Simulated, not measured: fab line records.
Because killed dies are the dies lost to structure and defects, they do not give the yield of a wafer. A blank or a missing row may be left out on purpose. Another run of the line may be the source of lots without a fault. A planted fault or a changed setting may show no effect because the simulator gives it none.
Matching of chambers	flow n5 finfet	N5_GATE_CUT_DESCUM_18 on rie diel-06: 4 sister chambers
The step chemistry O2, time 7 s. 4 wafers are shown with their chamber, then 8 later ones without.

== WAFERS PAIRED WITH THEIR CHAMBERS ==
wafer	chamber	showerhead plenum p Torr (Torr)
L081.1	2	2.03
L083.2	0	2.20
L083.3	3	2.00
L091.1	1	2.18

== WAFERS WITH NO CHAMBER GIVEN ==
wafer	showerhead plenum p Torr (Torr)
L091.3	2.00
L091.6	2.20
L094.2	2.19
L094.3	2.00
L094.4	2.02
L097.2	2.17
L097.4	2.02
L097.5	1.99

== WHICH CHAMBER EACH ONE RAN IN ==
wafer	from the rows above	in truth
L091.3	3	3
L091.6	0	0
L094.2	can't be placed: 1 or 0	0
L094.3	3	3
L094.4	can't be placed: 2 or 3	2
L097.2	1	1
L097.4	can't be placed: 2 or 3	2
L097.5	3	3
5 of 8 placed correctly. Cannot be placed on the basis of these rows: 3; the candidates contain the true chamber in 3. Wrongly placed: 0.
How it was worked out, from the rows above alone: a wafer's distance from a chamber is the root of the sum, over the readings, of the square of ((its reading less the chamber's mean) divided by the reading's scatter). If the next closest chamber is less than 2 further off than the closest, the wafer can't be placed; otherwise it belongs to the closest. Each chamber's mean is taken over the wafers shown for it. The scatter: with one shown wafer a chamber, the root of the mean of the squares of how far each hidden wafer lies from its nearest shown one.
